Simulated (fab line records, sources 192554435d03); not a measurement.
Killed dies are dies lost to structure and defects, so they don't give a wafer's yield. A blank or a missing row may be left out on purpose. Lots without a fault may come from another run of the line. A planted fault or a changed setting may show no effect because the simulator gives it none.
fab line records | flow n5_finfet
record lots=5 wafers=15 last_day=20
route steps=1938 shown BEOL_M4@1099 BEOL_M5@1112 BEOL_M9@1462 PASSIVATION@1936
lots that met no fault: from a run of the same line without faults
start_h: hours from the record's first day to the start of the lot's first wafer shown | wait_h: hours since the lot's step before | " the same as in the row above | L1.1+2: a row that stands for several wafers | - no value, or no start given | * or withheld: withheld | < > ~ a bound
route shown NAME@n: a module of which the file shows steps, and the number in the route of the first | usual: mean/standard deviation of fault-free wafers | same: alike in all rows | chamber/n: place in a boat | sites: the reading at each site | _std_site: their standard deviation | _edge_site: outer sites' mean less inner sites' | radius_mm: how far each site lies from the wafer's centre | mask NAME#n: copy n | behind: the tool/chamber that last shaped the wafer | hold: why the lot was held/for how many hours/how that ended | device: the transistor (n, p or np) that didn't switch | end of line: the same wafers' tests at the end of the route | a step without rows: its recipe alone | killed: dies lost to structure and defects at the first sort, not the wafer's yield | map: a wafer's dies, x killed, . not, _ none there
set.NAME: the setting as run; set.NAME@STEP: as run at that earlier step | model.NAME: the simulator's own value behind a step, which no gauge read
lots at some steps of the route; a table a step, a row a wafer
services: from which hour (start_h, from the record's first day; less than 0 if before it) a tool's chamber was out of use, for how many hours, and why
## steps
# step N5_BEOL_M4_ANNEAL_95
# recipe temp_c=400 time_s=240 ambient=vacuum
# step N5_BEOL_M4_SPUTTER_96
# recipe material=Cu target_thk_a=45 temp_c=-20 chamber_pressure_pa=0.07 power_w=withheld time_s=8.29
# step N5_BEOL_M4_ECD_50
# recipe material=Cu target_thk_a=3000
# step N5_BEOL_M4_ANNEAL_51
# recipe temp_c=225 time_s=90 ambient=N2
# step N5_BEOL_M4_CMP_52
# recipe stop_on=SiOC t_overpolish_s=6.8 down_force_psi=1 platen_rpm=50 clearing_platen_down_force_psi=1.5 clearing_platen_rpm=50 post_cmp_clean=cu_alkaline target_thk_nm=40 clearing_platen_pad_velocity_m_s=0.99484 pad_velocity_m_s=0.99484
# step N5_BEOL_M4_PRE_CLEAN_60
# recipe gas=NH3/H2 time_s=15 temp_c=* rf_power_w=300
# step N5_BEOL_M4_CO_CAP_55
# recipe material=Co target_thk_a=20 temp_c=200 precursor=CCTBA/H2 pressure_torr=30 time_s=102.1
# step N5_BEOL_M4_PRE_CLEAN_56
# recipe gas=NH3 time_s=15 temp_c=withheld rf_power_w=300
# step N5_BEOL_M4_DEP_57
# recipe material=SiCN target_thk_a=80 temp_c=withheld precursor=3MS/NH3 pressure_torr=3 rf_w=202 time_s=14
# step N5_BEOL_M4_RC_MEAS_101
# usual DIBL_N=36.5/2.1 DIBL_P=36.6/2.6 IOFF_N=0.17/0.044 IOFF_P=0.21/0.048 ION_N=674/17 ION_P=462/9.5 SS_N=71.6/0.77 SS_P=73.5/0.72 VT_N=250/4.2 VT_P=-250/3.9
# columns lot.wafer tool chamber start_h wait_h DIBL_N[mV/V] DIBL_P[mV/V] IOFF_N[nA/um] IOFF_P[nA/um] ION_N[uA/um] ION_P[uA/um] SS_N[mV/dec] SS_P[mV/dec] VT_N[mV] VT_P[mV]
L286.1 prober-02 0 223.94 0.0 33.7 33.7 0.12 0.17 661 458 70.5 73.0 251 -253
L286.3 " 0 " " 36.6 36.6 0.16 0.19 674 457 71.5 73.0 252 -251
L286.6 " 0 " " 35.1 34.1 0.13 0.16 654 447 71.1 72.8 253 -253
L290.2 prober-01 0 261.78 0.2 37.4 37.6 0.17 0.22 686 465 71.9 73.7 252 -250
L290.4 " 0 " " 34.7 35.0 0.13 0.18 672 464 71.1 72.8 255 -255
L290.5 " 0 " " 34.6 34.2 0.12 0.16 662 450 71.6 73.3 257 -254
L300.2 prober-01 0 320.89 0.7 32.3 31.4 0.11 0.14 641 447 70.7 72.3 256 -257
L300.4 " 0 " " 35.9 37.0 0.18 0.23 688 467 71.8 74.4 249 -249
L300.6 " 0 " " 35.5 35.6 0.15 0.20 659 454 71.7 73.6 252 -254
L302.2 prober-01 0 323.80 0.2 37.9 38.0 0.16 0.21 662 452 72.5 73.2 251 -252
L302.4 " 0 " " 40.2 41.2 0.25 0.27 702 471 72.6 74.1 242 -245
L302.6 " 0 " " 37.2 37.0 0.16 0.20 666 450 72.0 73.9 250 -253
L304.1 prober-01 0 331.27 0.0 39.5 41.0 0.27 0.30 694 472 72.7 73.4 245 -245
L304.2 " 0 " " 37.8 38.4 0.19 0.24 681 465 72.5 73.4 248 -249
L304.3 " 0 " " 37.0 38.4 0.19 0.23 702 479 71.4 72.9 246 -248
# step N5_BEOL_M5_ILD_DEP_00
# recipe material=SiCOH_lowk target_thk_a=1406.4 temp_c=300 precursor=DEMS/porogen pressure_torr=5 rf_w=500 time_s=25.9
# step N5_BEOL_M5_CURE_79
# recipe temp_c=385 time_s=240 ambient=He/Ar material=SiCOH_lowk
# step N5_BEOL_M5_PECVD_70
# recipe material=SiO2 target_thk_a=160 temp_c=400 precursor=TEOS/O2 pressure_torr=5.5 rf_w=450 teos_flow_sccm=53.8 gas=O2 flow_sccm=3000 time_s=18
# step N5_BEOL_M5_HM_DEP_02
# recipe material=TiN target_thk_a=200 temp_c=25 chamber_pressure_pa=0.49996
# step N5_BEOL_M5_COAT_59
# recipe resist=SOC temp_c=250 time_s=60 spin_rpm=1500 resist_thk_nm=60
# step N5_BEOL_M5_COAT_60
# recipe resist=SiARC temp_c=220 time_s=60 spin_rpm=1500 resist_thk_nm=12
# step N5_BEOL_M5_COAT_71
# recipe resist=underlayer temp_c=205 time_s=60 spin_rpm=1500 resist_thk_nm=5
# step N5_BEOL_M5_COAT_05
# recipe resist=CAR-EUV spin_rpm=1500 resist_thk_nm=30
# step N5_BEOL_M5_EBR_07
# recipe solvent=PGMEA ebr_width_mm=1.5
# step N5_BEOL_M5_SOFTBAKE_06
# recipe temp_c=110 time_s=60 resist=CAR-EUV
# step N5_BEOL_M5_EXPOSE_08
# recipe mask_id=M5 na=0.33 source_shape=annular sigma_inner=0.4 sigma_outer=0.8 polarization=unpolarized target_cd_nm=28 dose_mj=35.75
# step N5_BEOL_M5_PEB_09
# recipe peb_temp_c=100 peb_time_s=60 resist=CAR-EUV
# step N5_BEOL_M5_DEVELOP_10
# recipe develop_time_s=30 developer=TMAH resist=CAR-EUV rinse_liquid=surfactant_rinse dry=air_spin dev_temp_c=23
# step N5_BEOL_M5_DESCUM_16
# recipe chemistry=O2 time_s=7 source_power_w=50 bias_power_w=20 pressure_mtorr=20 rf_frequency_hz=2.712e+07 temp_c=40 resist=CAR-EUV o2_flow_sccm=225
# step N5_BEOL_M5_ETCH_72
# recipe chemistry=N2/H2 target=underlayer target_depth_a=65 mask_material=CAR-EUV time_s=5.2 ion_energy_ev=200 pressure_mtorr=30 source_w=840 bias_w=150 n2_flow_sccm=200 h2_flow_sccm=200 ends=cleared
# step N5_BEOL_M5_ETCH_61
# recipe chemistry=CF4 target=SiARC target_depth_a=156 mask_material=CAR-EUV time_s=26 ion_energy_ev=80 pressure_mtorr=40 source_w=545 bias_w=36 Ar_flow_sccm=100 cf4_flow_sccm=100 ends=cleared
# step N5_BEOL_M5_ETCH_62
# recipe chemistry=N2/H2 target=SOC target_depth_a=750 overetch_a=150 mask_material=SiARC temp_c=40 time_s=112.5 ion_energy_ev=200 pressure_mtorr=30 source_w=840 bias_w=150 n2_flow_sccm=200 h2_flow_sccm=200
# step N5_BEOL_M5_STRIP_63
# recipe chemistry=N2/H2 temp_c=40 n2_flow_sccm=200 h2_flow_sccm=200 rf_frequency_hz=6e+07
# step N5_BEOL_M5_STRIP_73
# recipe chemistry=N2/H2 temp_c=40 n2_flow_sccm=200 h2_flow_sccm=200 rf_frequency_hz=6e+07
# step N5_BEOL_M5_STRIP_64
# recipe chemistry=CF4 resist=SiARC power_w=300 bias_power_w=75 pressure_mtorr=50 cf4_flow_sccm=150 rf_frequency_hz=6e+07
# step N5_BEOL_M5_HM_OPEN_17
# recipe chemistry=Cl2/BCl3 target_depth_a=200 overetch_a=60 target=TiN mask_material=SOC ion_energy_ev=150 pressure_mtorr=10 icp_w=1000 bias_w=126 Cl2_flow_sccm=53.25 bcl3_flow_sccm=21.75 Ar_flow_sccm=25
# step N5_BEOL_M5_STRIP_19
# recipe chemistry=O2 power_w=400 temp_c=40 pressure_mtorr=30 rf_frequency_hz=6e+07 bias_power_w=0 overash_fraction=0.2 o2_flow_sccm=225
# step N5_BEOL_M5_COAT_65
# recipe resist=SOC temp_c=250 time_s=60 spin_rpm=1500 resist_thk_nm=60
# step N5_BEOL_M5_COAT_66
# recipe resist=SiARC temp_c=220 time_s=60 spin_rpm=1500 resist_thk_nm=12
# step N5_BEOL_M9_ECD_50
# recipe material=Cu target_thk_a=3180
# columns lot.wafer tool chamber start_h wait_h
L286.1+3+6 ecd_cu-02 1 272.87 0.1
L290.2+4+5 ecd_cu-01 0,0,1 303.43 0.1
L302.2+4+6 ecd_cu-02 1,0,1 365.94 0.1
L300.2+4+6 ecd_cu-02 1,0,0 372.27 0.1
L304.1+2+3 ecd_cu-01 1,0,0 385.91 0.1
# step N5_BEOL_M9_CMP_52
# recipe stop_on=SiCOH_lowk t_overpolish_s=7 down_force_psi=1 platen_rpm=50 clearing_platen_down_force_psi=1.5 clearing_platen_rpm=50 post_cmp_clean=cu_alkaline target_thk_nm=140 clearing_platen_pad_velocity_m_s=0.99484 pad_velocity_m_s=0.99484
# usual motor_current_A=6.1/0.72 time_to_endpoint_s=66/4.5
# columns lot.wafer tool chamber start_h wait_h motor_current_A time_to_endpoint_s
L286.3 cmp-04 0 273.40 0.2 5.6 66
L286.1 " 1 " " 6.6 68
L286.6 " 1 " " 6.7 67
L290.2 cmp-04 1 304.15 0.2 6.4 69
L290.4 " 2 " " 5.5 71
L290.5 " 1 " " 6.5 69
L302.4 cmp-01 2 366.36 0.1 5.9 1
L302.2 " 0 " " 7.1 0
L302.6 " 3 " " 5.5 1
L300.4 cmp-01 1 372.95 0.2 5.3 0
L300.2 " 0 " " 6.9 0
L300.6 " 1 " " 5.4 0
L304.3 cmp-02 2 386.32 0.2 5.1 3
L304.1 " 3 " " 6.3 0
L304.2 " 1 " " 6.3 3
# step N5_PASSIVATION_PROBE_49
# usual defect_limited_yield=91.2/1.5 killed_at_M0_to_M3=36/10 killed_at_M4_up=14/5.2 killed_at_contacts=12/6 killed_at_front_end=37/10 killed_at_other=4/3.3 killed_dies=104/18 killed_on_rim=14/4.1 killed_open=68/14 killed_short=34/7.4 sort_bin_5_function=5.2/1 sort_bin_6_memory=3.3/0.7 sort_n_pass=1076/18 sort_yield_pct=91.2/1.5
# same gross_dies=1180 killed_at_back_side=0 sort_bin_4_leakage[%]=0 sort_bin_8_speed[%]=0
# columns lot.wafer tool chamber start_h wait_h defect_limited_yield[%] killed_at_M0_to_M3 killed_at_M4_up killed_at_contacts killed_at_front_end killed_at_other killed_dies killed_on_rim killed_open killed_short sort_bin_5_function[%] sort_bin_6_memory[%] sort_n_pass sort_yield_pct[%]
L290.4 prober-01 - 362.92 0.2 91.9 33 10 12 41 0 96 7 61 35 4.9 2.9 1084 91.9
L302.2 prober-02 - 439.47 0.1 0 74 1060 7 28 11 1180 152 96 34 95.2 4.6 0 0
L302.4 prober-02 - 439.57 0.2 0 39 1091 8 38 4 1180 152 77 30 96.5 3.1 0 0
L302.6 prober-02 - 439.67 0.3 0 38 1105 8 27 2 1180 152 67 26 96.7 3.1 0 0
L304.1 prober-02 - 460.04 0.0 0 54 1098 8 20 0 1180 152 60 32 96.7 3.1 0 0
L304.2 prober-02 - 460.09 0.1 0 34 1092 10 43 1 1180 152 60 40 96.6 3.1 0 0
L304.3 prober-02 - 460.14 0.1 0 51 1086 13 29 1 1180 152 68 39 96.5 2.9 0 0
L300.2 prober-01 - 470.39 0.1 0 29 1100 7 41 3 1180 152 60 35 96.7 2.9 0 0
L300.4 prober-01 - 470.49 0.2 0 36 1055 16 67 6 1180 152 99 39 94.6 5.3 0 0
L300.6 prober-01 - 470.59 0.3 0 35 1087 16 38 4 1180 152 81 34 96.4 3.4 0 0
# killed by level:class
L290.4 FIN_SAQP:geometric_particle:short=9 STI_FIN_REVEAL:geometric_particle:open=9 MOL_CONTACT_COAG:geometric_particle:open=9 BEOL_M0_SAQP:geometric_particle:short=7 BEOL_M3:geometric_particle:open=7 FIN_SAQP:geometric_particle:open=6 BEOL_M0_SAQP:geometric_particle:open=4 BEOL_M0:geometric_particle:open=4
L302.2 BEOL_M9:area_ecd=1049 BEOL_M1:geometric_particle:open=19 BEOL_M3:geometric_particle:open=11 BEOL_M0_SAQP:geometric_particle:short=10 BEOL_M0_SAQP:geometric_particle:open=10 BEOL_M2:geometric_particle:open=8 STI_FIN_REVEAL:geometric_particle:open=7 MOL_CONTACT_COAG:geometric_particle:open=7
L302.4 BEOL_M9:area_ecd=1072 FIN_SAQP:geometric_particle:open=10 BEOL_M2:geometric_particle:open=9 STI_FIN_REVEAL:geometric_particle:open=9 BEOL_M1:geometric_particle:open=9 MOL_CONTACT_COAG:geometric_particle:open=6 BEOL_M0_SAQP:geometric_particle:short=6 BEOL_M3:geometric_particle:open=5
L302.6 BEOL_M9:area_ecd=1087 BEOL_M3:geometric_particle:open=11 BEOL_M2:geometric_particle:open=9 BEOL_M1:geometric_particle:open=8 BEOL_M4:geometric_particle:open=8 DUMMY_GATE:geometric_particle:open=7 MOL_CONTACT_COAG:geometric_particle:open=6 FIN_SAQP:geometric_particle:open=5
L304.1 BEOL_M9:area_ecd=1088 BEOL_M1:geometric_particle:open=12 BEOL_M3:geometric_particle:open=9 BEOL_M0_SAQP:geometric_particle:short=8 BEOL_M0_SAQP:geometric_particle:open=8 MOL_CONTACT_COAG:geometric_particle:open=7 BEOL_M3:geometric_particle:short=6 FIN_SAQP:geometric_particle:open=5
L304.2 BEOL_M9:area_ecd=1080 BEOL_M2:geometric_particle:open=10 GATE_CUT:geometric_particle:short=9 GATE_CUT:geometric_particle:open=9 MOL_CONTACT_COAG:geometric_particle:open=9 FIN_SAQP:geometric_particle:short=8 FIN_SAQP:geometric_particle:open=5 STARTING-WAFER:geometric_particle:short=5
L304.3 BEOL_M9:area_ecd=1073 MOL_CONTACT_COAG:geometric_particle:open=12 BEOL_M2:geometric_particle:open=11 BEOL_M0_SAQP:geometric_particle:short=9 BEOL_M1:geometric_particle:open=9 BEOL_M0_SAQP:geometric_particle:open=8 GATE_CUT:geometric_particle:short=7 FIN_SAQP:geometric_particle:short=6
L300.2 BEOL_M9:area_ecd=1081 BEOL_M0_SAQP:geometric_particle:short=9 BEOL_M4:geometric_particle:open=7 FIN_SAQP:geometric_particle:short=6 FIN_SAQP:geometric_particle:open=6 STI_FIN_REVEAL:geometric_particle:open=6 BEOL_M0_SAQP:geometric_particle:open=6 DUMMY_GATE:geometric_particle:open=5
L300.4 BEOL_M9:area_ecd=1042 STI_FIN_REVEAL:geometric_particle:open=25 MOL_CONTACT_COAG:geometric_particle:open=15 FIN_SAQP:geometric_particle:open=13 FIN_SAQP:geometric_particle:short=12 BEOL_M3:geometric_particle:open=11 BEOL_M2:geometric_particle:open=6 BEOL_M0_SAQP:geometric_particle:short=5
L300.6 BEOL_M9:area_ecd=1065 MOL_CONTACT_COAG:geometric_particle:open=15 FIN_SAQP:geometric_particle:open=10 BEOL_M0_SAQP:geometric_particle:open=9 BEOL_M5:geometric_particle:open=8 BEOL_M0_SAQP:geometric_particle:short=6 BEOL_M1:geometric_particle:open=6 STI_FIN_REVEAL:geometric_particle:open=5
# map L300.2 (x killed, . not)
_________________xxxxxxxxxxxx________________
______________xxxxxxxxxxxxxxxxxx_____________
___________xxxxxxxxxxxxxxxxxxxxxxxx__________
__________xxxxxxxxxxxxxxxxxxxxxxxxxx_________
________xxxxxxxxxxxxxxxxxxxxxxxxxxxxxx_______
_______xxxxxxxxxxxxxxxxxxxxxxxxxxxxxxxx______
______xxxxxxxxxxxxxxxxxxxxxxxxxxxxxxxxxx_____
_____xxxxxxxxxxxxxxxxxxxxxxxxxxxxxxxxxxxx____
____xxxxxxxxxxxxxxxxxxxxxxxxxxxxxxxxxxxxxx___
___xxxxxxxxxxxxxxxxxxxxxxxxxxxxxxxxxxxxxxxx__
___xxxxxxxxxxxxxxxxxxxxxxxxxxxxxxxxxxxxxxxx__
__xxxxxxxxxxxxxxxxxxxxxxxxxxxxxxxxxxxxxxxxxx_
__xxxxxxxxxxxxxxxxxxxxxxxxxxxxxxxxxxxxxxxxxx_
_xxxxxxxxxxxxxxxxxxxxxxxxxxxxxxxxxxxxxxxxxxxx
_xxxxxxxxxxxxxxxxxxxxxxxxxxxxxxxxxxxxxxxxxxxx
_xxxxxxxxxxxxxxxxxxxxxxxxxxxxxxxxxxxxxxxxxxxx
_xxxxxxxxxxxxxxxxxxxxxxxxxxxxxxxxxxxxxxxxxxxx
_xxxxxxxxxxxxxxxxxxxxxxxxxxxxxxxxxxxxxxxxxxxx
_xxxxxxxxxxxxxxxxxxxxxxxxxxxxxxxxxxxxxxxxxxxx
_xxxxxxxxxxxxxxxxxxxxxxxxxxxxxxxxxxxxxxxxxxxx
_xxxxxxxxxxxxxxxxxxxxxxxxxxxxxxxxxxxxxxxxxxxx
__xxxxxxxxxxxxxxxxxxxxxxxxxxxxxxxxxxxxxxxxxx_
__xxxxxxxxxxxxxxxxxxxxxxxxxxxxxxxxxxxxxxxxxx_
___xxxxxxxxxxxxxxxxxxxxxxxxxxxxxxxxxxxxxxxx__
___xxxxxxxxxxxxxxxxxxxxxxxxxxxxxxxxxxxxxxxx__
____xxxxxxxxxxxxxxxxxxxxxxxxxxxxxxxxxxxxxx___
_____xxxxxxxxxxxxxxxxxxxxxxxxxxxxxxxxxxxx____
______xxxxxxxxxxxxxxxxxxxxxxxxxxxxxxxxxx_____
_______xxxxxxxxxxxxxxxxxxxxxxxxxxxxxxxx______
________xxxxxxxxxxxxxxxxxxxxxxxxxxxxxx_______
__________xxxxxxxxxxxxxxxxxxxxxxxxxx_________
___________xxxxxxxxxxxxxxxxxxxxxxxx__________
______________xxxxxxxxxxxxxxxxxx_____________
_________________xxxxxxxxxxxx________________
# map L302.2 (x killed, . not)
_________________xxxxxxxxxxxx________________
______________xxxxxxxxxxxxxxxxxx_____________
___________xxxxxxxxxxxxxxxxxxxxxxxx__________
__________xxxxxxxxxxxxxxxxxxxxxxxxxx_________
________xxxxxxxxxxxxxxxxxxxxxxxxxxxxxx_______
_______xxxxxxxxxxxxxxxxxxxxxxxxxxxxxxxx______
______xxxxxxxxxxxxxxxxxxxxxxxxxxxxxxxxxx_____
_____xxxxxxxxxxxxxxxxxxxxxxxxxxxxxxxxxxxx____
____xxxxxxxxxxxxxxxxxxxxxxxxxxxxxxxxxxxxxx___
___xxxxxxxxxxxxxxxxxxxxxxxxxxxxxxxxxxxxxxxx__
___xxxxxxxxxxxxxxxxxxxxxxxxxxxxxxxxxxxxxxxx__
__xxxxxxxxxxxxxxxxxxxxxxxxxxxxxxxxxxxxxxxxxx_
__xxxxxxxxxxxxxxxxxxxxxxxxxxxxxxxxxxxxxxxxxx_
_xxxxxxxxxxxxxxxxxxxxxxxxxxxxxxxxxxxxxxxxxxxx
_xxxxxxxxxxxxxxxxxxxxxxxxxxxxxxxxxxxxxxxxxxxx
_xxxxxxxxxxxxxxxxxxxxxxxxxxxxxxxxxxxxxxxxxxxx
_xxxxxxxxxxxxxxxxxxxxxxxxxxxxxxxxxxxxxxxxxxxx
_xxxxxxxxxxxxxxxxxxxxxxxxxxxxxxxxxxxxxxxxxxxx
_xxxxxxxxxxxxxxxxxxxxxxxxxxxxxxxxxxxxxxxxxxxx
_xxxxxxxxxxxxxxxxxxxxxxxxxxxxxxxxxxxxxxxxxxxx
_xxxxxxxxxxxxxxxxxxxxxxxxxxxxxxxxxxxxxxxxxxxx
__xxxxxxxxxxxxxxxxxxxxxxxxxxxxxxxxxxxxxxxxxx_
__xxxxxxxxxxxxxxxxxxxxxxxxxxxxxxxxxxxxxxxxxx_
___xxxxxxxxxxxxxxxxxxxxxxxxxxxxxxxxxxxxxxxx__
___xxxxxxxxxxxxxxxxxxxxxxxxxxxxxxxxxxxxxxxx__
____xxxxxxxxxxxxxxxxxxxxxxxxxxxxxxxxxxxxxx___
_____xxxxxxxxxxxxxxxxxxxxxxxxxxxxxxxxxxxx____
______xxxxxxxxxxxxxxxxxxxxxxxxxxxxxxxxxx_____
_______xxxxxxxxxxxxxxxxxxxxxxxxxxxxxxxx______
________xxxxxxxxxxxxxxxxxxxxxxxxxxxxxx_______
__________xxxxxxxxxxxxxxxxxxxxxxxxxx_________
___________xxxxxxxxxxxxxxxxxxxxxxxx__________
______________xxxxxxxxxxxxxxxxxx_____________
_________________xxxxxxxxxxxx________________
## services
# columns tool chamber start_h hours kind
cmp-02 - 259.41 4.0 pm
cmp-01 - 269.12 8.4 pm
cmp-01 - 278.95 0.5 repair
cmp-02 - 289.59 4.6 pm
cmp-02 - 321.72 0.3 repair
cmp-01 - 325.02 0.8 repair
cmp-02 - 328.59 0.6 repair
cmp-04 - 346.47 12.1 pm
cmp-02 - 359.12 1.0 repair
cmp-02 - 367.04 9.2 repair
cmp-01 - 375.79 4.0 pm
cmp-01 - 379.79 - consumable_replace:conditioner
cmp-01 - 379.79 - consumable_replace:pad
cmp-04 - 385.72 4.0 pm
## key
first_sign step=N5_BEOL_M9_CMP_52 reading=time_to_endpoint_s direction=down sigmas=14 usual=* struck=*
effect step=N5_PASSIVATION_PROBE_49 reading=killed_at_M4_up direction=up sigmas=99+ usual=14 struck=1086
more_kills_born_at N5_BEOL_M9_ECD_50@ecd_cu-02=6396 N5_BEOL_M9_ECD_50@ecd_cu-01=3241
met_at N5_BEOL_M9_ECD_50
struck_wafers L300.2,L300.4,L300.6,L302.2,L302.4,L302.6,L304.1,L304.2,L304.3
later_rows_left_out L300.2,L300.4,L300.6,L302.2,L302.4,L302.6,L304.1,L304.2,L304.3
onset_between 303.43 365.94
also_fits time
fault kind=skipped_step_whole tool=ecd_cu-01,ecd_cu-02 chamber=- onset_h=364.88 steps=N5_BEOL_M9_ECD_50 scope=struck_lots_only
# later_rows_left_out: the simulator's readings of these wafers behind a module that went badly wrong aren't trusted and aren't shown, but for the sort
